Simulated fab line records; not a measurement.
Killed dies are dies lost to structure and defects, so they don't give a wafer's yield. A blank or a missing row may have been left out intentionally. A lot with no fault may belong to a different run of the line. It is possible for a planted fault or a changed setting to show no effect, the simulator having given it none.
A lot that was struck, set against a sound lot | flow nand harc | 14 out of 1302 route steps
Sound: wafers L608.1, L608.4, L608.6. Wafers struck: L602.2, L602.4, L602.5. At the end, the cause is stated.
Order at every step that has rows: each side's tool, ch and its chambers, its first start. Under that, the readings that differ: sound wafers | struck wafers | difference of the means | sigmas: that difference in standard deviations of wafers without a fault.
alike: readings with means less than 2 such deviations apart, plus words and numbers identical on both sides. not compared: withheld readings, readings lacking a value on some wafer, bounds such as >300 that could conceal the same value, and numbers that have no deviation in the record and whose values overlap.
The two part at a step that has a row with sigmas, a row that says differs or no value, or rows on one side only. When numbers do not overlap yet have no deviation, they are printed without sigmas and do not part them. Lack of a reading on every wafer of one side parts them only where that side has two or more wafers.

NHARC_A_CHANNEL_FILL_D2_ALD_16: deposits SiO2, target thk 1.5 nm, pulse time 10 s, ald cycles 15.
  sound on ald hk-01 ch 1,2,3, day 22 20:43; struck on ald hk-04 ch 1,3, day 20 04:08
  alike: heater power outer w, heater power w, precursor pulse height rel
then, 2 steps without rows for these wafers: NHARC_A_CHANNEL_FILL_D2_ANNEAL_17 (time 1800 s); NHARC_A_CHANNEL_FILL_D2_CVD_18 (deposits poly-Si, target thk 3 nm).
NHARC_A_CHANNEL_FILL_D2_ETCHBACK_19: etches the open film in HBr/Cl2, target depth 5 nm, time 1.7 s.
  sound on rie si-02 ch 0,1,3, day 23 09:08; struck on rie si-01 ch 0,2, day 20 15:50
  reading               | sound             | struck            | difference | sigmas
  oes product au (a.u.) | 0.982 0.996 1.003 | 1.016 1.021 1.017 | +0.024     | +2
  alike: bias w, chamber pressure mTorr, drypump motor current A, throttle valve pct
  not compared: rf hours counter h
NHARC_A_CHANNEL_FILL_D2_ETCHBACK_20: etches the open film in C4F8/O2/Ar, target depth 27 nm, time 13.5 s.
  sound on rie diel-02 ch 2,3, day 23 09:15; struck on rie diel-06 ch 0,3, day 20 15:58
  alike: bias w, chamber pressure mTorr, oes product au, rf vpp V
  not compared: rf hours counter h
NHARC_A_CHANNEL_FILL_D2_STRIP_28: strips in O2, time 20 s.
  sound on rie diel-02 ch 2,3, day 23 09:20; struck on rie diel-06 ch 0,1,3, day 20 16:04
  alike: drypump motor current A, oes product au, rf vpp V, showerhead plenum p Torr, throttle valve pct
  not compared: rf hours counter h
then, 5 steps without rows for these wafers: NHARC_A_CHANNEL_FILL_D2_PRECLEAN_21 (cleans in dHF, time 30 s); NHARC_A_CHANNEL_FILL_D2_SRD_23; NHARC_A_CHANNEL_FILL_D2_CVD_05 (deposits poly-Si, target thk 5 nm); NHARC_A_CHANNEL_FILL_D2_ANNEAL_22 (time 7200 s); NHARC_A_CHANNEL_FILL_D2_ALD_25 (deposits SiOx, target thk 60 nm, pulse time 10 s, ald cycles 600).
NHARC_A_CHANNEL_FILL_D2_ETCHBACK_08: etches the open film in C4F8, target depth 220 nm, time 110 s.
  sound on rie diel-06 ch 0,3, day 24 02:18; struck on rie diel-13 ch 1,3, day 21 09:24
  no value came back on the struck wafers for chamber pressure mTorr (mTorr), oes product au (a.u.), rf vpp V (V); on the sound wafers chamber pressure mTorr (mTorr) reads 25.010 24.991 25.022
  not compared: rf hours counter h
NHARC_A_CHANNEL_FILL_D2_STRIP_29: strips in O2, time 20 s.
  sound on rie diel-06 ch 0,1,2; struck on rie diel-13 ch 0,2, day 21 09:33
  alike: drypump motor current A, oes product au, rf vpp V, showerhead plenum p Torr, throttle valve pct
  not compared: rf hours counter h
-- record jumps: 9 days between struck wafers' starts before vs after; left off in module A_CHANNEL_FILL_D2, resumes in module END, first step shown is number 1302 of the route --
NHARC_END_SORT_01:
  at this point the record logs the struck wafers (prober-02 ch 0, day 30 15:43) and has no rows for the sound ones

== WHERE THEY PART ==
First at NHARC_A_CHANNEL_FILL_D2_ETCHBACK_19; last, within this record, at NHARC_END_SORT_01.

WHY: whatever the simulator had introduced
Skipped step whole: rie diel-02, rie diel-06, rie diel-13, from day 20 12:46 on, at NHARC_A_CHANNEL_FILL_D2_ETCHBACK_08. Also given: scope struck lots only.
